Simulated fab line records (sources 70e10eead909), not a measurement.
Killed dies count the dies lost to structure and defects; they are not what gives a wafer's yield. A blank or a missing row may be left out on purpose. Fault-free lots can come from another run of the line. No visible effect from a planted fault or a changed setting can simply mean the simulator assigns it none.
fab line records	flow nand_harc
[record] lots = 11	wafers = 33	last_day = 34
route steps=1302 shown P_ZERO_WELL@18 P_STI@81 END@1302
lots that met no fault: from a run of the same line without faults
start_h: the number of hours between the record's first day and the start of the first shown wafer of the lot	wait_h: hours elapsed since this lot's preceding step	" repeats the value in the row above	L1.1+2: a single row standing in for several wafers	- either no value or no given start	* or withheld: withheld	< > ~ a bound
route shown NAME@n: NAME is a module with steps in the file, n the number in the route of the first one	usual: mean/standard deviation taken from wafers without a fault	same: alike in all rows	chamber/n: place in a boat	sites: readings site by site	_std_site: the standard deviation of these	_edge_site: outer sites' mean less inner sites'	radius_mm: for every site, how far away it sits from the centre of the wafer	mask NAME#n: copy n	behind: the tool/chamber that last shaped the wafer	hold: the reason the lot was held/the length of the hold in hours/how it ended	device: names the non-switching transistor (n, p or np)	end of line: the route-end tests of the same wafers	for a step that has no rows: nothing shown but its recipe	killed: at the first sort, the dies lost to defects and structure; wafer yield is something else	map: the dies of a wafer, with x for killed, . for not killed, _ for no die there
set.NAME: the run value of the setting; set.NAME@STEP: its run value at that earlier step	model.NAME: the simulator's own value behind a step, which no gauge read
a sample of lots followed through the steps of the route, with each step as a table and each wafer as a row
services: from which hour (start_h, from the record's first day; less than 0 if before it) a tool's chamber was out of use, for how many hours, and why
[[steps]]
[step NHARC_P_ZERO_WELL_ETCH_62]
[recipe] target_depth_a = 130	time_s = 6.5	chf3_flow_sccm = 50	ar_flow_sccm = 200	rf_w = 500	bias_w = 200	chemistry = CHF3/Ar
[usual] chamber_pressure_mTorr = 25.003/0.025	drypump_motor_current_A = 5.8/0.44	oes_product_au = 0.962/0.014	rf_fwd_power_W = 488.3/1.6	rf_vpp_V = 369.4/1.9	showerhead_plenum_p_Torr = 2.29/0.078	throttle_valve_pct = 20.217/0.0082
lot.wafer	tool	chamber	start_h	wait_h	chamber_pressure_mTorr	drypump_motor_current_A	oes_product_au	rf_fwd_power_W	rf_hours_counter_h	rf_vpp_V	showerhead_plenum_p_Torr	throttle_valve_pct
L540.4	rie_diel-06	2	-	-	24.999	5.8	0.963	489.5	25	372.8	2.43	20.215
L540.2	"	3	"	"	25.048	5.5	0.985	487.0	19	368.5	2.24	20.243
L540.1	"	1	"	"	24.960	6.5	0.963	486.9	24	370.1	2.31	20.226
L541.2	rie_diel-03	2	-	-	24.994	6.1	0.954	488.3	27	368.5	2.28	20.216
L541.1	"	0	"	"	25.021	5.8	0.976	486.8	25	370.8	2.31	20.223
L541.6	"	1	"	"	25.021	5.4	0.965	486.5	-	370.9	2.39	20.201
L542.3	rie_diel-06	2	-	-	25.005	5.8	0.960	491.5	31	373.4	2.43	20.215
L542.4	"	3	"	"	24.981	5.5	0.966	488.5	27	368.7	2.24	20.221
L542.1	"	1	"	"	25.056	6.5	0.980	485.8	33	368.9	2.31	20.214
L546.2	rie_diel-05	2	-	-	25.003	6.4	0.969	486.5	8	367.2	2.22	20.230
L546.1	"	0	"	"	24.999	5.4	0.965	490.4	8	366.7	2.21	20.218
L546.5	"	2	"	"	24.977	6.4	0.981	486.2	-	366.8	2.22	20.211
L549.2	rie_diel-03	0	-	-	24.970	5.8	0.985	489.7	3	368.3	2.31	20.208
L549.3	"	1	"	"	24.952	5.4	0.958	488.0	2	372.4	2.38	20.221
L549.6	"	1	"	"	25.014	5.5	0.963	489.3	-	370.3	2.38	20.218
L550.3	rie_diel-03	2	-	-	24.996	6.1	0.973	491.0	4	369.9	2.27	20.221
L550.2	"	3	"	"	25.031	5.6	0.984	487.8	4	370.8	2.37	20.234
L550.6	"	3	"	"	25.012	5.5	0.978	488.9	-	371.2	2.37	20.228
L557.4	rie_diel-05	2	-	-	24.989	6.3	0.951	489.6	50	366.7	2.21	20.225
L557.2	"	3	"	"	24.987	6.4	0.977	487.1	51	367.8	2.22	20.210
L557.5	"	3	"	"	24.985	6.4	0.969	489.7	-	367.8	2.22	20.209
L559.3	rie_diel-06	1	-	-	25.036	6.5	0.951	486.2	25	369.7	2.29	20.211
L559.4	"	3	"	"	25.000	5.5	0.972	487.4	24	367.9	2.22	20.229
L559.5	"	1	"	"	25.023	6.5	0.944	488.7	-	370.6	2.29	20.209
L560.2	rie_diel-06	0	-	-	24.999	5.8	0.948	485.0	24	370.6	2.29	20.209
L560.1	"	1	"	"	25.044	6.5	0.956	487.0	28	370.1	2.29	20.230
L560.5	"	3	"	"	25.000	5.6	0.977	490.0	-	368.5	2.22	20.214
L561.1	rie_diel-03	0	-	-	24.973	5.8	0.924	488.7	24	369.1	2.30	20.219
L561.3	"	1	"	"	24.994	5.4	0.966	487.8	45	371.0	2.36	20.219
L561.5	"	2	"	"	25.055	6.1	0.952	486.3	-	369.6	2.25	20.206
L562.3	rie_diel-05	1	-	-	24.985	4.9	0.941	490.7	6	375.1	2.53	20.227
L562.2	"	3	"	"	24.980	6.4	0.971	486.8	5	366.8	2.21	20.220
L562.6	"	1	"	"	25.000	4.9	0.951	489.2	-	374.7	2.53	20.220
[step NHARC_P_ZERO_WELL_ETCH_63]
[recipe] target_depth_a = 1200	time_s = 40.1	hbr_flow_sccm = 150	cl2_flow_sccm = 50	rf_w = 400	icp_w = 400	bias_w = 100	chemistry = HBr/Cl2
[usual] chamber_pressure_mTorr = 15.002/0.02	drypump_motor_current_A = 5.8/0.4	oes_product_au = 0.998/0.0069	rf_fwd_power_W = 393.7/2.2	throttle_valve_pct = 26.404/0.0087
lot.wafer	tool	chamber	start_h	wait_h	chamber_pressure_mTorr	drypump_motor_current_A	oes_product_au	rf_fwd_power_W	rf_hours_counter_h	throttle_valve_pct
L540.2	rie_si-06	2	31.65	-	15.014	5.4	0.996	393.5	0.88	26.413
L540.1	"	3	"	"	15.005	5.7	1.015	391.9	0.76	26.396
L540.4	"	0	"	"	14.990	4.8	0.996	391.9	0.73	26.401
L541.2	rie_si-05	0	41.66	-	14.979	5.8	1.000	392.2	0.48	26.420
L541.1	"	2	"	"	14.989	6.1	0.997	393.2	0.43	26.407
L541.6	"	1	"	"	15.011	6.2	1.006	396.1	-	26.419
L542.1	rie_si-02	0	51.56	-	15.001	5.9	1.006	396.4	0.83	26.421
L542.3	"	1	"	"	15.013	5.2	1.004	395.4	0.82	26.413
L542.4	"	0	"	"	14.982	5.9	1.006	396.7	-	26.409
L546.2	rie_si-05	2	91.65	-	14.991	6.1	1.001	395.0	0.66	26.409
L546.1	"	0	"	"	14.995	5.7	1.002	392.0	0.73	26.417
L546.5	"	2	"	"	15.016	6.1	0.991	395.6	-	26.400
L549.3	rie_si-05	1	121.67	-	15.010	6.2	0.985	395.9	0.91	26.419
L549.2	"	2	"	"	15.042	6.1	0.998	393.6	0.88	26.393
L549.6	"	1	"	"	15.016	6.2	0.996	396.3	-	26.402
L550.2	rie_si-02	3	131.57	-	14.993	6.3	0.996	395.0	0.12	26.395
L550.3	"	1	"	"	14.995	5.2	0.980	393.1	0.24	26.385
L550.6	"	2	"	"	15.174	5.5	0.995	395.6	-	26.403
L557.4	rie_si-05	1	201.68	-	15.014	6.2	0.993	397.7	0.30	26.405
L557.2	"	3	"	"	14.990	5.7	1.003	391.6	0.25	26.401
L557.5	"	2	"	"	15.011	6.1	1.006	395.8	-	26.408
L559.3	rie_si-06	0	221.70	-	15.008	4.8	0.999	389.5	0.59	26.403
L559.4	"	1	"	"	15.003	6.3	0.995	395.1	0.93	26.402
L559.5	"	2	"	"	15.003	5.4	0.996	392.5	-	26.398
L560.1	rie_si-06	0	231.57	-	14.989	4.8	1.003	392.0	0.70	26.413
L560.2	"	1	"	"	14.998	6.3	0.996	394.6	1.04	26.402
L560.5	"	2	"	"	14.994	5.4	0.995	392.3	-	26.403
L561.3	rie_si-02	0	241.85	-	15.002	5.9	0.997	395.2	0.91	26.398
L561.1	"	1	"	"	15.014	5.2	0.991	394.1	0.86	26.405
L561.5	"	2	"	"	14.987	5.5	0.998	396.6	-	26.409
L562.3	rie_si-05	0	251.71	-	14.994	5.8	1.000	390.9	0.55	26.405
L562.2	"	1	"	"	14.997	6.2	0.997	395.9	0.63	26.393
L562.6	"	1	"	"	14.992	6.1	0.998	397.2	-	26.403
[step NHARC_P_ZERO_WELL_INSPECT_43]
[usual] raw_defect_count = 15/7.2
lot.wafer	tool	chamber	start_h	wait_h	raw_defect_count
L540.1	defect_inspect-02	-	37.67	0.6	0
L540.2	"	-	"	"	9
L540.4	"	-	"	"	9
L541.1	defect_inspect-01	-	47.53	0.6	5
L541.2	"	-	"	"	13
L541.6	"	-	"	"	16
L542.1	defect_inspect-02	-	57.20	0.6	17
L542.3	"	-	"	"	8
L542.4	"	-	"	"	5
L546.1	defect_inspect-01	-	97.75	0.6	12
L546.2	"	-	"	"	14
L546.5	"	-	"	"	18
L549.2	defect_inspect-02	-	127.55	0.5	7
L549.3	"	-	"	"	9
L549.6	"	-	"	"	9
L550.2	defect_inspect-01	-	138.13	0.9	7
L550.3	"	-	"	"	11
L550.6	"	-	"	"	5
L557.2	defect_inspect-02	-	207.72	0.5	11
L557.4	"	-	"	"	16
L557.5	"	-	"	"	7
L559.3	defect_inspect-01	-	227.70	0.4	4
L559.4	"	-	"	"	8
L559.5	"	-	"	"	4
L560.1	defect_inspect-02	-	237.62	0.6	25
L560.2	"	-	"	"	14
L560.5	"	-	"	"	27
L561.1	defect_inspect-01	-	247.75	0.6	7
L561.3	"	-	"	"	6
L561.5	"	-	"	"	22
L562.2	defect_inspect-02	-	257.73	0.5	21
L562.3	"	-	"	"	19
L562.6	"	-	"	"	15
[step NHARC_P_STI_PEB_07]
[recipe] peb_temp_c = 128	peb_time_s = 80
[usual] heater_power_total_W = 189.8/0.82	plate_temp_C = 128.01/0.13	resist_line_temp_C = 23.02/0.11
lot.wafer	tool	chamber	start_h	wait_h	heater_power_total_W	plate_temp_C	resist_line_temp_C
L540.1	litho_track-07	0	57.55	0.1	188.9	127.91	22.96
L540.2	"	0	"	"	189.6	127.78	22.83
L540.4	"	0	"	"	190.5	127.68	22.88
L541.1	litho_track-07	0	68.99	0.1	189.8	127.99	23.07
L541.2	"	0	"	"	190.7	128.05	23.08
L541.6	"	0	"	"	190.7	128.03	23.23
L542.1	litho_track-03	0	69.15	0.1	189.5	127.96	23.20
L542.3	"	0	"	"	190.4	128.00	23.11
L542.4	"	0	"	"	188.7	127.80	23.14
L546.1	litho_track-07	0	113.97	0.1	189.4	128.05	22.96
L546.2	"	0	"	"	190.8	128.12	22.90
L546.5	"	0	"	"	190.7	128.19	23.04
L549.2	litho_track-05	0	143.44	0.1	189.5	127.82	23.11
L549.3	"	0	"	"	189.5	127.84	23.08
L549.6	"	0	"	"	190.9	127.99	22.90
L550.2	litho_track-03	0	152.47	0.1	188.7	127.89	22.79
L550.3	"	0	"	"	188.9	127.98	22.94
L550.6	"	0	"	"	190.6	128.02	23.01
L557.2	litho_track-07	0	222.19	0.1	186.5	125.81	23.01
L557.4	"	0	"	"	186.6	125.93	23.01
L557.5	"	0	"	"	186.5	125.91	22.97
L559.3	litho_track-07	0	242.79	0.1	186.7	125.96	22.85
L559.4	"	0	"	"	185.6	126.02	22.96
L559.5	"	0	"	"	185.9	126.22	22.98
L560.1	litho_track-03	0	253.87	0.1	189.8	128.11	23.05
L560.2	"	0	"	"	189.5	128.09	22.98
L560.5	"	0	"	"	190.9	127.93	23.09
L561.1	litho_track-03	0	263.70	0.1	188.7	127.81	23.08
L561.3	"	0	"	"	189.1	127.85	23.09
L561.5	"	0	"	"	189.2	128.12	23.04
L562.2	litho_track-05	0	273.80	0.1	190.6	127.98	23.14
L562.3	"	0	"	"	189.0	127.85	22.96
L562.6	"	0	"	"	188.8	127.92	23.05
[step NHARC_P_STI_CD_MEAS_09]
[recipe] target_cd_nm = 200	landing_energy_ev = 500
[usual] cd_nm = 200.2/2
lot.wafer	tool	chamber	start_h	wait_h	cd_nm
L540.1	cd_sem-02	0	57.64	-	200.2
L540.2	"	0	"	"	201.7
L540.4	"	0	"	"	199.1
L541.1	cd_sem-03	0	69.08	-	199.2
L541.2	"	0	"	"	199.5
L541.6	"	0	"	"	196.7
L542.1	cd_sem-01	0	69.24	-	199.1
L542.3	"	0	"	"	199.2
L542.4	"	0	"	"	197.6
L546.1	cd_sem-01	0	114.06	-	199.4
L546.2	"	0	"	"	201.2
L546.5	"	0	"	"	199.6
L549.2	cd_sem-02	0	143.52	-	202.9
L549.3	"	0	"	"	200.7
L549.6	"	0	"	"	200.9
L550.2	cd_sem-02	0	152.55	-	200.9
L550.3	"	0	"	"	198.6
L550.6	"	0	"	"	198.7
L557.2	cd_sem-02	0	222.28	-	182.8
L557.4	"	0	"	"	180.7
L557.5	"	0	"	"	181.4
L559.3	cd_sem-03	0	242.88	-	177.0
L559.4	"	0	"	"	180.9
L559.5	"	0	"	"	180.6
L560.1	cd_sem-03	0	253.96	-	198.9
L560.2	"	0	"	"	199.4
L560.5	"	0	"	"	201.1
L561.1	cd_sem-03	0	263.78	-	199.5
L561.3	"	0	"	"	196.9
L561.5	"	0	"	"	199.4
L562.2	cd_sem-03	0	273.89	-	201.4
L562.3	"	0	"	"	200.4
L562.6	"	0	"	"	200.9
[step NHARC_P_STI_OCD_MEAS_17]
[usual] trench_depth_nm = 301.0/2.9	trench_foot_cd_nm = 158.1/2
lot.wafer	tool	chamber	start_h	wait_h	trench_depth_nm	trench_foot_cd_nm
L540.1	ocd-01	-	58.42	0.1	299.7	158.2
L540.2	"	-	"	"	298.9	160.6
L540.4	"	-	"	"	301.2	157.6
L541.1	ocd-01	-	69.87	0.1	302.2	157.4
L541.2	"	-	"	"	302.2	157.7
L541.6	"	-	"	"	301.3	154.9
L542.1	ocd-02	-	70.03	0.1	301.2	157.2
L542.3	"	-	"	"	299.7	156.9
L542.4	"	-	"	"	301.1	155.5
L546.1	ocd-01	-	114.84	0.1	306.9	156.3
L546.2	"	-	"	"	301.8	158.2
L546.5	"	-	"	"	304.7	156.6
L549.2	ocd-01	-	144.32	0.1	302.6	160.6
L549.3	"	-	"	"	305.7	157.7
L549.6	"	-	"	"	305.8	158.3
L550.2	ocd-01	-	153.36	0.1	301.5	158.3
L550.3	"	-	"	"	302.5	156.6
L550.6	"	-	"	"	301.8	155.9
L557.2	ocd-02	-	223.10	0.1	301.6	140.7
L557.4	"	-	"	"	300.5	139.0
L557.5	"	-	"	"	305.7	138.7
L559.3	ocd-01	-	243.66	0.1	303.7	134.7
L559.4	"	-	"	"	306.1	138.2
L559.5	"	-	"	"	295.8	139.1
L560.1	ocd-01	-	254.74	0.1	300.5	157.1
L560.2	"	-	"	"	300.9	157.5
L560.5	"	-	"	"	305.3	158.7
L561.1	ocd-01	-	264.57	0.1	302.9	157.5
L561.3	"	-	"	"	302.7	154.6
L561.5	"	-	"	"	302.3	156.5
L562.2	ocd-02	-	274.67	0.1	305.4	158.9
L562.3	"	-	"	"	304.6	157.8
L562.6	"	-	"	"	299.0	159.3
[step NHARC_END_SORT_01]
[recipe] temp_c = 25
[usual] killed_at_array = 50/18	killed_at_other = 0.8/1.1	killed_at_periphery = 4.1/2.9	killed_dies = 55/18	killed_open = 3.5/1.9	killed_short = 2.4/1.5
[same] gross_dies = 677
lot.wafer	tool	chamber	start_h	wait_h	killed_at_array	killed_at_other	killed_at_periphery	killed_dies	killed_open	killed_short
L549.2	prober-01	0	678.82	2.9	46	0	3	49	2	2
L549.3	prober-01	0	679.64	3.2	67	0	7	74	6	3
L549.6	prober-01	0	682.07	4.1	63	0	6	69	4	2
L550.2	prober-02	0	684.75	2.8	42	1	5	48	6	5
L550.3	prober-02	0	685.56	3.1	35	3	2	40	3	3
L550.6	prober-02	0	687.97	4.0	42	0	1	43	3	2
L557.2	prober-01	0	755.43	2.8	50	1	4	55	4	1
L557.4	prober-01	0	757.01	3.4	69	0	6	75	6	4
L557.5	prober-01	0	757.81	3.7	61	0	5	66	4	0
L560.1	prober-02	0	780.14	2.5	43	1	2	46	2	4
L560.2	prober-02	0	780.95	2.8	42	0	4	46	3	2
L560.5	prober-02	0	783.36	3.7	44	0	1	45	3	0
// killed by level:class
L549.2 A_SLIT:chamber_film_flake=24 A_CHANNEL_HOLE_D2:chamber_film_flake=9 A_CHANNEL_HOLE_D1:chamber_film_flake=5 P_M0:chamber_film_flake=3 A_ONON_D2:geometric_particle:open=2 A_CHANNEL_FILL_D1:geometric_particle:short=1 A_CHANNEL_FILL_D2:geometric_particle:short=1 A_ZERO_WELL:chamber_film_flake=1
L549.3 A_SLIT:chamber_film_flake=23 A_CHANNEL_HOLE_D1:chamber_film_flake=13 A_CHANNEL_HOLE_D2:chamber_film_flake=13 P_M0:chamber_film_flake=5 A_CONTACT:chamber_film_flake=5 A_CHANNEL_FILL_D2:geometric_particle:short=2 A_BLC:geometric_particle:open=2 A_WL_FILL:chamber_film_flake=2
L549.6 A_SLIT:chamber_film_flake=30 A_CHANNEL_HOLE_D1:chamber_film_flake=8 A_CHANNEL_HOLE_D2:chamber_film_flake=7 A_CONTACT:chamber_film_flake=6 P_M0:chamber_film_flake=5 A_ZERO_WELL:chamber_film_flake=2 A_CHANNEL_FILL_D1:chamber_film_flake=2 A_WL_FILL:chamber_film_flake=2
L550.2 A_CHANNEL_HOLE_D1:chamber_film_flake=26 A_STAIRCASE:chamber_film_flake=4 P_CONTACT:geometric_particle:open=2 A_CHANNEL_FILL_D2:geometric_particle:short=2 A_SLIT:chamber_film_flake=2 A_CONTACT:chamber_film_flake=2 P_M0:geometric_particle:open=1 A_CHANNEL_HOLE_D1:geometric_particle:short=1
L550.3 A_CHANNEL_HOLE_D1:chamber_film_flake=24 THIN_TSV:chamber_film_flake=3 P_GATE:chamber_film_flake=2 A_STAIRCASE:chamber_film_flake=2 A_CHANNEL_HOLE_D1:geometric_particle:open=1 A_ONON_D2:geometric_particle:short=1 A_ONON_D2:geometric_particle:open=1 A_WL_FILL:geometric_particle:short=1
L550.6 A_CHANNEL_HOLE_D1:chamber_film_flake=24 A_STAIRCASE:chamber_film_flake=3 A_ZERO_WELL:chamber_film_flake=2 A_SLIT:chamber_film_flake=2 A_CHANNEL_FILL_D1:chamber_film_flake=2 A_ONON_D1:geometric_particle:open=1 A_CHANNEL_HOLE_D1:geometric_particle:short=1 A_DECK1_JOINT:geometric_particle:open=1
L557.2 A_SLIT:chamber_film_flake=22 A_CHANNEL_HOLE_D2:chamber_film_flake=11 A_CHANNEL_HOLE_D1:chamber_film_flake=7 A_CONTACT:chamber_film_flake=3 P_M0:geometric_particle:open=1 A_SOURCE_PLATE:geometric_particle:open=1 A_ONON_D1:geometric_particle:short=1 A_CHANNEL_FILL_D1:geometric_particle:open=1
L557.4 A_SLIT:chamber_film_flake=30 A_CHANNEL_HOLE_D2:chamber_film_flake=17 A_CHANNEL_HOLE_D1:chamber_film_flake=8 A_CONTACT:chamber_film_flake=3 P_STI:area_peb=3 A_CHANNEL_FILL_D2:geometric_particle:short=2 A_WL_FILL:geometric_particle:open=2 A_CONTACT:geometric_particle:open=2
L557.5 A_SLIT:chamber_film_flake=25 A_CHANNEL_HOLE_D2:chamber_film_flake=20 A_CONTACT:chamber_film_flake=5 A_CHANNEL_HOLE_D1:chamber_film_flake=5 P_STI:area_peb=3 A_STAIRCASE:chamber_film_flake=2 P_M0:geometric_particle:open=1 A_CHANNEL_FILL_D2:geometric_particle:open=1
L560.1 A_SLIT:chamber_film_flake=32 A_CHANNEL_HOLE_D1:chamber_film_flake=2 P_STI:geometric_particle:open=1 A_CHANNEL_FILL_D2:geometric_particle:short=1 A_STAIRCASE:geometric_particle:short=1 A_WL_FILL:geometric_particle:short=1 A_M0:geometric_particle:open=1 A_M0:geometric_particle:short=1
L560.2 A_SLIT:chamber_film_flake=30 A_CHANNEL_HOLE_D1:unspecified=3 A_CONTACT:chamber_film_flake=3 A_CHANNEL_HOLE_D1:chamber_film_flake=2 A_CHANNEL_HOLE_D2:chamber_film_flake=2 P_CONTACT:geometric_particle:open=1 P_M0:geometric_particle:open=1 P_M2:geometric_particle:open=1
L560.5 A_SLIT:chamber_film_flake=27 A_CONTACT:chamber_film_flake=5 A_STAIRCASE:chamber_film_flake=3 A_CHANNEL_HOLE_D1:unspecified=2 A_CHANNEL_HOLE_D1:chamber_film_flake=2 A_DECK1_JOINT:chamber_film_flake=2 P_M1:geometric_particle:open=1 A_CONTACT:geometric_particle:open=1
[[services]]
tool	chamber	start_h	hours	kind
rie_diel-05	2	41.25	6.3	repair
rie_diel-06	2	43.20	5.9	repair
rie_si-02	3	48.04	8.8	repair
rie_diel-05	-	52.68	9.0	pm
rie_si-06	-	72.00	9.0	pm
rie_diel-05	0	73.52	2.9	repair
litho_track-07	-	76.00	7.0	pm
rie_si-06	1	88.26	2.4	repair
rie_si-06	0	96.78	14.3	repair
litho_track-03	-	100.00	7.0	pm
rie_si-02	-	100.00	9.0	pm
rie_diel-03	-	104.39	9.0	pm
rie_si-02	3	123.31	3.6	repair
rie_si-06	0	124.20	9.0	repair
rie_si-05	-	128.00	9.0	pm
rie_diel-06	-	130.20	9.0	pm
rie_si-05	3	137.23	7.6	repair
rie_diel-06	2	166.95	4.0	repair
rie_diel-06	0	172.12	6.9	repair
rie_diel-03	0	183.20	36.3	repair
rie_diel-03	0	228.23	12.8	repair
rie_diel-03	3	239.69	9.6	repair
litho_track-07	-	251.00	7.0	pm
rie_diel-06	-	273.33	0.4	repair
[[key]]
[first_sign] step = NHARC_P_STI_PEB_07	reading = plate_temp_C	direction = down	sigmas = 15	usual = *	struck = *
[effect] step = NHARC_P_STI_PEB_07	reading = heater_power_total_W	direction = down	sigmas = 4.2	usual = *	struck = *
[effect] step = NHARC_P_STI_CD_MEAS_09	reading = cd_nm	direction = down	sigmas = 9.7	usual = 200.2	struck = 180.6
[effect] step = NHARC_P_STI_OCD_MEAS_17	reading = trench_foot_cd_nm	direction = down	sigmas = 9.6	usual = 158.1	struck = 138.4
met_at NHARC_P_STI_PEB_07
struck_lots L557,L559
sort_left_out L559.3,L559.4,L559.5
tester_left_out L557,L559
not_acting_at NHARC_P_ZERO_WELL_ETCH_62,NHARC_P_ZERO_WELL_ETCH_63,NHARC_P_ZERO_WELL_INSPECT_43
onset_between 113.97 222.19
[fault] kind = process_parameter_drift	tool = litho_track-07	chamber = -	onset_h = 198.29	steps = NHARC_P_STI_PEB_07	channel = peb_temp_c	offset = *	shape = step	end_h = 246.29	acts_in = *	stated = *
// tester_left_out: of these lots the tester's yield and bins aren't shown, on N5 and GAA mostly nor the transistor test; their killed dies are dies lost to structure and defects alone, not to doping, threshold or leakage, so they don't give the yield
// sort_left_out: the simulated sort isn't trusted on such a fault, so these wafers' sort isn't shown, and their yield isn't known
